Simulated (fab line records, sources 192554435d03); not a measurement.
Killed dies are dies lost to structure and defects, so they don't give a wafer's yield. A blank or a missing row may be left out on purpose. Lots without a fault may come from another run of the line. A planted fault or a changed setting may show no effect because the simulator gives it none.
fab line records | flow n5_finfet
record lots=9 wafers=27 last_day=17
route steps=1938 shown BEOL_M0_SAQP@635 BEOL_M4@1111 PASSIVATION@1936
lots that met no fault: from a run of the same line without faults
start_h: hours from the record's first day to the start of the lot's first wafer shown | wait_h: hours since the lot's step before | " the same as in the row above | L1.1+2: a row that stands for several wafers | - no value, or no start given | * or withheld: withheld | < > ~ a bound
route shown NAME@n: a module of which the file shows steps, and the number in the route of the first | usual: mean/standard deviation of fault-free wafers | same: alike in all rows | chamber/n: place in a boat | sites: the reading at each site | _std_site: their standard deviation | _edge_site: outer sites' mean less inner sites' | radius_mm: how far each site lies from the wafer's centre | mask NAME#n: copy n | behind: the tool/chamber that last shaped the wafer | hold: why the lot was held/for how many hours/how that ended | device: the transistor (n, p or np) that didn't switch | end of line: the same wafers' tests at the end of the route | a step without rows: its recipe alone | killed: dies lost to structure and defects at the first sort, not the wafer's yield | map: a wafer's dies, x killed, . not, _ none there
set.NAME: the setting as run; set.NAME@STEP: as run at that earlier step | model.NAME: the simulator's own value behind a step, which no gauge read
steps of the route over a sample of lots; a table a step, a row a wafer
services: from which hour (start_h, from the record's first day; less than 0 if before it) a tool's chamber was out of use, for how many hours, and why
## steps
# step N5_BEOL_M0_SAQP_PECVD_03
# recipe material=SiCN target_thk_a=120 temp_c=withheld precursor=3MS/NH3 pressure_torr=3 rf_w=202 time_s=21.1
# usual chamber_pressure_Torr=3.000/0.0068 showerhead_plenum_p_Torr=3.673/0.014 throttle_valve_pct=9.2/0.47
# columns lot.wafer tool chamber start_h wait_h chamber_pressure_Torr showerhead_plenum_p_Torr throttle_valve_pct
L490.1 pecvd-02 1 111.41 0.1 2.989 3.682 9.8
L490.3 " 0 " " 2.997 3.684 8.7
L490.5 " 1 " " 2.999 3.670 9.7
L492.1 pecvd-01 1 128.21 0.1 2.999 3.680 8.8
L492.3 " 0 " " 3.008 3.661 9.6
L492.5 " 1 " " 3.002 3.684 8.9
L493.1 pecvd-02 1 128.31 0.1 2.998 3.669 9.7
L493.5 " 0 " " 2.988 3.680 8.8
L493.6 " 2 " " 3.012 3.652 8.6
L496.1 pecvd-02 1 147.01 0.1 2.998 3.679 9.6
L496.3 " 0 " " 3.001 3.673 8.9
L496.5 " 1 " " 3.006 3.667 9.6
L498.2 pecvd-01 0 161.27 0.1 2.998 3.646 9.4
L498.3 " 1 " " 2.997 3.689 9.1
L498.6 " 0 " " 3.007 3.663 9.6
L499.1 pecvd-01 2 171.76 0.1 2.990 3.663 8.1
L499.5 " 0 " " 3.003 3.652 9.7
L499.6 " 1 " " 2.996 3.676 8.7
L501.1 pecvd-01 2 183.25 0.1 3.012 3.665 8.4
L501.3 " 1 " " 2.992 3.693 9.2
L501.4 " 0 " " 2.997 3.660 9.4
L505.1 pecvd-02 0 206.78 0.1 3.005 3.674 8.7
L505.5 " 2 " " 2.998 3.667 8.9
L505.6 " 0 " " 3.001 3.675 8.8
L512.1 pecvd-03 2 247.58 0.1 3.014 3.659 8.3
L512.2 " 1 " " 3.005 3.685 9.7
L512.6 " 0 " " 3.005 3.686 9.3
# step N5_BEOL_M0_SAQP_HM_OPEN_112
# recipe chemistry=CHF3/O2 target=SiO2 stop_on=a-Si target_depth_a=120 over_etch_frac=1.25 mask_material=SOC time_s=13.5 pressure_mtorr=30 source_w=650 bias_w=170 Ar_flow_sccm=200 CHF3_flow_sccm=50 O2_flow_sccm=5 ion_energy_ev=200 ends=end_point
# usual drypump_motor_current_A=5.8/0.47 oes_o_777_au=0.74/0.048 oes_product_au=0.48/0.031 rf_vpp_V=524/5.3 showerhead_plenum_p_Torr=2.39/0.079 throttle_valve_pct=18.88/0.17
# columns lot.wafer tool chamber start_h wait_h drypump_motor_current_A oes_o_777_au oes_product_au rf_hours_counter_h rf_vpp_V showerhead_plenum_p_Torr throttle_valve_pct
L490.1 rie_diel-04 3 112.38 0.0 6.0 0.75 0.48 157 533 2.52 18.87
L490.3 " 2 " " 5.4 0.77 0.49 131 517 2.41 18.78
L490.5 " 3 " " 6.0 0.75 0.48 - 533 2.52 18.86
L492.1 rie_diel-03 1 129.18 0.0 6.5 0.75 0.48 167 523 2.39 18.87
L492.3 " 3 " " 5.3 0.76 0.49 159 521 2.31 18.99
L492.5 " 3 " " 5.3 0.75 0.49 - 523 2.31 18.99
L493.1 rie_diel-03 3 129.48 0.0 5.3 0.75 0.48 159 521 2.31 18.99
L493.5 " 2 " " 5.3 0.73 0.47 - 519 2.40 18.61
L493.6 " 3 " " 5.3 0.75 0.49 - 522 2.31 19.00
L496.1 rie_diel-03 2 147.87 0.0 5.3 0.73 0.48 184 519 2.39 18.61
L496.3 " 1 " " 6.4 0.75 0.47 173 522 2.39 18.88
L496.5 " 3 " " 5.3 0.75 0.49 - 521 2.31 19.00
L498.2 rie_diel-02 1 162.12 0.0 6.2 0.77 0.50 142 521 2.32 18.73
L498.3 " 3 " " 6.7 0.68 0.44 245 533 2.48 19.05
L498.6 " 0 " " 5.1 0.81 0.53 - 533 2.54 18.74
L499.1 rie_diel-02 0 172.64 0.0 5.1 0.80 0.52 98 532 2.53 18.75
L499.5 " 0 " " 5.1 0.80 0.53 - 532 2.53 18.76
L499.6 " 1 " " 6.2 0.76 0.50 - 520 2.32 18.73
L501.1 rie_diel-03 3 184.22 0.0 5.3 0.75 0.48 175 522 2.31 19.02
L501.3 " 1 " " 6.5 0.74 0.46 182 522 2.38 18.89
L501.4 " 0 " " 5.9 0.68 0.46 237 526 2.29 19.04
L505.1 rie_diel-04 3 207.63 0.0 6.0 0.73 0.46 185 534 2.51 18.91
L505.5 " 2 " " 5.4 0.75 0.48 - 518 2.40 18.85
L505.6 " 3 " " 5.9 0.73 0.47 - 532 2.51 18.89
L512.1 rie_diel-02 3 248.46 0.0 6.6 0.93 0.61 16 531 2.47 18.71
L512.2 " 2 " " 6.2 0.72 0.47 181 522 2.38 18.70
L512.6 " 1 " " 6.2 0.74 0.49 - 521 2.31 18.76
# step N5_BEOL_M0_SAQP_SPACER1_ALD_98
# recipe material=SiO2 target_thk_a=128 temp_c=300 ald_precursor_family=BDEAS ald_co_reactant=O2-plasma pulse_time_s=1 purge_time_s=2 co_reactant_purge_time_s=2 ald_cycles=138 pressure_torr=2
# usual ald_cycles=138/0 chamber_pressure_Torr=2.000/0.0044 heater_power_w=480/57 precursor_pulse_height_rel=0.999/0.018
# columns lot.wafer tool chamber start_h wait_h ald_cycles chamber_pressure_Torr heater_power_w precursor_pulse_height_rel
L490.1 ald_sin-03 0 113.08 0.3 138 2.002 509 0.993
L490.3 " 3 " " 138 1.994 521 1.006
L490.5 " 3 " " 138 2.001 506 1.004
L492.1 ald_sin-03 3 130.19 0.4 138 1.995 518 0.985
L492.3 " 2 " " 138 1.997 482 0.989
L492.5 " 1 " " 138 1.993 539 0.963
L493.1 ald_sin-04 0 130.24 0.3 138 1.995 358 0.994
L493.5 " 1 " " 138 1.998 489 0.998
L493.6 " 3 " " 138 2.003 385 0.997
L496.1 ald_sin-02 1 148.58 0.3 138 1.994 489 0.996
L496.3 " 2 " " 138 2.002 439 0.973
L496.5 " 3 " " 138 1.998 490 0.987
L498.2 ald_sin-04 2 162.85 0.3 138 2.004 570 0.991
L498.3 " 1 " " 138 1.999 479 1.002
L498.6 " 2 " " 138 1.997 568 0.973
L499.1 ald_sin-02 1 174.13 1.0 138 2.001 497 1.009
L499.5 " 1 " " 138 2.000 505 1.003
L499.6 " 0 " " 138 1.990 481 1.039
L501.1 ald_sin-03 0 185.81 1.2 138 2.007 508 1.000
L501.3 " 3 " " 138 2.000 513 0.974
L501.4 " 2 " " 138 2.000 475 0.992
L505.1 ald_sin-03 1 208.33 0.3 252 2.005 551 1.034
L505.5 " 2 " " 138 1.990 493 1.009
L505.6 " 3 " " 138 1.996 510 1.005
L512.1 ald_sin-02 3 249.90 1.0 138 1.995 496 0.995
L512.2 " 0 " " 138 2.007 487 1.003
L512.6 " 0 " " 138 2.001 497 1.024
# step N5_BEOL_M0_SAQP_CD_MEAS_25
# recipe target_cd_nm=13.1 landing_energy_ev=1000 detector=se_inlens
# usual cd_nm=12.83/0.21
# same landing_energy_ev=1000
# columns lot.wafer tool chamber start_h wait_h cd_nm
L490.1 cd_sem-02 0 113.87 0.1 13.11
L490.3 " 0 " " 12.63
L490.5 " 0 " " 12.88
L492.1 cd_sem-01 0 130.86 0.1 12.68
L492.3 " 0 " " 12.77
L492.5 " 0 " " 12.97
L493.1 cd_sem-03 0 130.91 0.1 13.02
L493.5 " 0 " " 12.99
L493.6 " 0 " " 12.69
L496.1 cd_sem-02 0 149.25 0.1 12.64
L496.3 " 0 " " 12.92
L496.5 " 0 " " 13.14
L498.2 cd_sem-02 0 163.52 0.1 13.22
L498.3 " 0 " " 12.92
L498.6 " 0 " " 12.79
L499.1 cd_sem-02 0 174.94 0.1 12.92
L499.5 " 0 " " 13.08
L499.6 " 0 " " 12.67
L501.1 cd_sem-02 0 186.48 0.1 12.62
L501.3 " 0 " " 13.05
L501.4 " 0 " " 12.95
L505.1 cd_sem-03 0 209.00 0.1 23.64
L505.5 " 0 " " 12.34
L505.6 " 0 " " 12.64
L512.1 cd_sem-03 0 250.57 0.1 12.98
L512.2 " 0 " " 12.58
L512.6 " 0 " " 12.73
# step N5_BEOL_M0_SAQP_RECESS_104
# recipe chemistry=HF/NH3 target=SiO2 target_depth_a=180 afs_cycles=3 temp_c=30 sublimation_temp_c=180 sublimation_time_s=60
# usual drypump_motor_current_A=5.5/0.49
# same sublimation_time_s=60
# columns lot.wafer tool chamber start_h wait_h drypump_motor_current_A
L490.1 vapor_etch-01 1 114.13 0.1 6.1
L490.3 " 0 " " 5.6
L490.5 " 1 " " 6.1
L492.1 vapor_etch-01 1 131.27 0.2 6.1
L492.3 " 1 " " 6.1
L492.5 " 0 " " 5.6
L493.1 vapor_etch-01 0 131.63 0.5 5.6
L493.5 " 0 " " 5.6
L493.6 " 1 " " 6.1
L496.1 vapor_etch-01 0 149.51 0.1 5.6
L496.3 " 0 " " 5.6
L496.5 " 0 " " 5.6
L498.2 vapor_etch-02 0 163.78 0.1 5.2
L498.3 " 1 " " 4.7
L498.6 " 1 " " 4.8
L499.1 vapor_etch-01 0 175.37 0.1 5.6
L499.5 " 0 " " 5.6
L499.6 " 1 " " 6.1
L501.1 vapor_etch-01 0 186.74 0.1 5.6
L501.3 " 0 " " 5.6
L501.4 " 1 " " 6.1
L505.1 vapor_etch-01 1 209.26 0.1 6.1
L505.5 " 0 " " 5.6
L505.6 " 1 " " 6.1
L512.1 vapor_etch-01 1 250.83 0.1 6.1
L512.2 " 0 " " 5.6
L512.6 " 0 " " 5.6
# step N5_BEOL_M4_RC_MEAS_101
# usual DIBL_N=35.8/1.6 DIBL_P=36.0/2.1 IOFF_N=0.153/0.026 IOFF_P=0.21/0.037 ION_N=673/11 ION_P=462/7.6 SS_N=71.4/0.53 SS_P=73.2/0.67 VT_N=250/3.2 VT_P=-250/3.7
# columns lot.wafer tool chamber start_h wait_h DIBL_N[mV/V] DIBL_P[mV/V] IOFF_N[nA/um] IOFF_P[nA/um] ION_N[uA/um] ION_P[uA/um] SS_N[mV/dec] SS_P[mV/dec] VT_N[mV] VT_P[mV]
L490.1 prober-02 0 177.41 0.0 35.3 36.1 0.139 0.18 670 453 71.1 73.2 252 -255
L490.3 " 0 " " 37.4 37.9 0.165 0.20 675 460 71.7 73.4 250 -250
L490.5 " 0 " " 35.5 35.7 0.137 0.18 673 456 71.6 72.4 253 -252
L492.1 prober-02 0 192.23 0.0 38.4 37.5 0.175 0.22 679 461 72.8 73.6 251 -251
L492.3 " 0 " " 39.5 39.5 0.193 0.27 685 473 72.2 74.4 250 -249
L492.5 " 0 " " 36.4 35.9 0.144 0.20 678 464 70.8 73.0 251 -253
L493.1 prober-01 0 198.14 0.0 37.5 36.1 0.193 0.24 691 468 71.4 73.7 245 -246
L493.5 " 0 " " 37.4 36.3 0.183 0.25 685 471 70.9 73.9 246 -243
L493.6 " 0 " " 36.8 35.5 0.180 0.24 697 476 70.6 72.9 245 -243
L496.1 prober-01 0 207.77 0.0 33.7 33.4 0.121 0.17 658 458 70.6 72.8 253 -255
L496.3 " 0 " " 33.4 32.9 0.111 0.15 653 450 70.4 72.2 254 -253
L496.5 " 0 " " 31.5 30.3 0.091 0.13 647 445 70.2 72.0 256 -257
L498.2 prober-01 0 224.95 0.2 35.2 35.2 0.136 0.18 671 462 71.4 73.4 250 -252
L498.3 " 0 " " 35.3 35.7 0.153 0.20 688 468 70.8 72.8 249 -249
L498.6 " 0 " " 36.4 37.6 0.168 0.22 688 469 71.9 72.6 246 -248
L499.1 prober-01 0 240.45 0.0 36.1 38.3 0.179 0.27 676 469 71.6 74.0 250 -243
L499.5 " 0 " " 35.8 37.3 0.177 0.27 675 474 71.6 74.0 247 -244
L499.6 " 0 " " 35.7 36.3 0.165 0.23 670 467 71.9 72.8 248 -248
L501.1 prober-02 0 240.69 0.0 33.4 32.2 0.113 0.16 656 449 71.4 71.8 254 -252
L501.3 " 0 " " 33.7 32.9 0.112 0.17 659 457 70.6 72.4 255 -251
L501.4 " 0 " " 36.6 37.2 0.168 0.23 684 465 71.2 73.2 249 -248
L505.5 prober-02 0 269.90 0.6 37.7 36.3 0.164 0.22 667 461 71.1 73.8 252 -251
L505.6 " 0 " " 36.3 34.5 0.134 0.19 669 459 71.4 73.2 251 -249
L512.1 prober-01 0 306.13 0.0 38.3 36.3 0.182 0.21 675 454 71.5 73.9 248 -251
L512.2 " 0 " " 34.6 32.5 0.124 0.17 668 456 71.3 72.6 254 -253
L512.6 " 0 " " 35.0 33.8 0.136 0.18 665 461 71.1 73.1 249 -253
# step N5_PASSIVATION_PROBE_49
# usual defect_limited_yield=91.3/1.5 killed_at_M0_to_M3=33/12 killed_at_M4_up=13/5.2 killed_at_contacts=13/6.7 killed_at_front_end=40/11 killed_at_other=4.1/2.7 killed_dies=103/17 killed_on_rim=14/4.2 killed_open=69/13 killed_short=33/8.4 sort_bin_5_function=5.1/1 sort_bin_6_memory=3.2/0.62 sort_n_pass=1077/17 sort_yield_pct=91.3/1.5
# same gross_dies=1180 killed_at_back_side=0 sort_bin_4_leakage[%]=0 sort_bin_8_speed[%]=0
# columns lot.wafer tool chamber start_h wait_h defect_limited_yield[%] killed_at_M0_to_M3 killed_at_M4_up killed_at_contacts killed_at_front_end killed_at_other killed_dies killed_on_rim killed_open killed_short sort_bin_5_function[%] sort_bin_6_memory[%] sort_n_pass sort_yield_pct[%]
L501.1 prober-01 - 344.00 0.0 91.7 17 14 24 41 2 98 15 67 30 5.2 2.8 1082 91.7
L505.1 prober-02 - 382.38 0.0 0 1106 12 15 46 1 1180 152 81 29 96.3 3.6 0 0
L505.5 prober-02 - 382.58 0.2 88.2 66 9 9 49 6 139 23 91 47 7.1 3.7 1041 88.2
L505.6 prober-02 - 382.63 0.3 88.7 48 17 21 46 1 133 17 93 40 6.9 4.2 1047 88.7
# killed by level:class
L501.1 MOL_CONTACT_COAG:geometric_particle:open=19 FIN_SAQP:geometric_particle:open=11 BEOL_M4:geometric_particle:open=8 STI_FIN_REVEAL:geometric_particle:open=7 MOL_CONTACT_COAG:geometric_particle:short=5 FIN_SAQP:geometric_particle:short=4 DUMMY_GATE:geometric_particle:short=4 GATE_CUT:geometric_particle:short=4
L505.1 BEOL_M0_SAQP:area_ald=1070 FIN_SAQP:geometric_particle:open=12 MOL_CONTACT_COAG:geometric_particle:open=11 BEOL_M0_SAQP:geometric_particle:open=11 STI_FIN_REVEAL:geometric_particle:open=10 BEOL_M0_SAQP:geometric_particle:short=9 BEOL_M2:geometric_particle:open=6 BEOL_M1:geometric_particle:open=4
L505.5 BEOL_M0_SAQP:geometric_particle:open=22 BEOL_M0_SAQP:geometric_particle:short=12 BEOL_M3:geometric_particle:open=11 BEOL_M2:geometric_particle:open=9 GATE_CUT:geometric_particle:short=8 FIN_SAQP:geometric_particle:open=7 STI_FIN_REVEAL:geometric_particle:open=7 DUMMY_GATE:geometric_particle:open=7
L505.6 BEOL_M1:geometric_particle:open=18 MOL_CONTACT_COAG:geometric_particle:open=18 STI_FIN_REVEAL:geometric_particle:open=13 FIN_SAQP:geometric_particle:short=9 BEOL_M0_SAQP:geometric_particle:short=9 BEOL_M0_SAQP:geometric_particle:open=7 GATE_CUT:geometric_particle:short=5 DUMMY_GATE:geometric_particle:open=4
## services
# columns tool chamber start_h hours kind
pecvd-01 - 87.76 6.9 repair
ald_sin-03 0 101.08 - clean
ald_sin-03 1 101.08 - clean
ald_sin-03 2 101.08 - clean
ald_sin-03 3 101.08 - clean
rie_diel-02 - 104.66 0.8 repair
rie_diel-04 - 117.44 2.2 repair
rie_diel-03 2 119.39 6.6 repair
rie_diel-02 - 126.83 2.8 pm
pecvd-02 - 139.84 0.3 repair
pecvd-02 2 164.86 29.8 repair
pecvd-02 - 165.15 0.4 repair
ald_sin-04 - 176.81 14.0 pm
ald_sin-02 - 177.32 6.1 pm
pecvd-02 1 189.86 2.9 repair
pecvd-01 2 194.03 10.1 repair
pecvd-01 - 196.98 0.2 repair
vapor_etch-01 - 203.41 0.4 repair
rie_diel-02 3 210.65 2.9 repair
ald_sin-02 3 216.87 14.5 repair
ald_sin-04 2 244.46 1.8 repair
pecvd-01 2 247.92 5.4 repair
rie_diel-04 2 248.97 8.5 repair
rie_diel-02 3 249.69 7.0 repair
## key
first_sign step=N5_BEOL_M0_SAQP_SPACER1_ALD_98 reading=ald_cycles direction=up sigmas=99+ usual=* struck=*
effect step=N5_BEOL_M0_SAQP_CD_MEAS_25 reading=cd_nm direction=up sigmas=50 usual=12.83 struck=23.64
effect step=N5_PASSIVATION_PROBE_49 reading=killed_at_M0_to_M3 direction=up sigmas=93 usual=33 struck=1106
more_kills_born_at N5_BEOL_M0_SAQP_SPACER1_ALD_98@ald_sin-03=1070
met_at N5_BEOL_M0_SAQP_SPACER1_ALD_98
struck_lots L505
struck_wafers L505.1
later_rows_left_out L505.1
not_acting_at N5_BEOL_M0_SAQP_PECVD_03,N5_BEOL_M0_SAQP_HM_OPEN_112,N5_BEOL_M0_SAQP_RECESS_104
onset_between 185.81 208.33
fault kind=process_parameter_drift tool=ald_sin-03 chamber=- onset_h=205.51 steps=N5_BEOL_M0_SAQP_SPACER1_ALD_98 channel=ald_cycles offset=* shape=step end_h=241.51 scope=struck_wafers_only acts_in=* stated=*
# later_rows_left_out: the simulator's readings of these wafers behind a module that went badly wrong aren't trusted and aren't shown, but for the sort
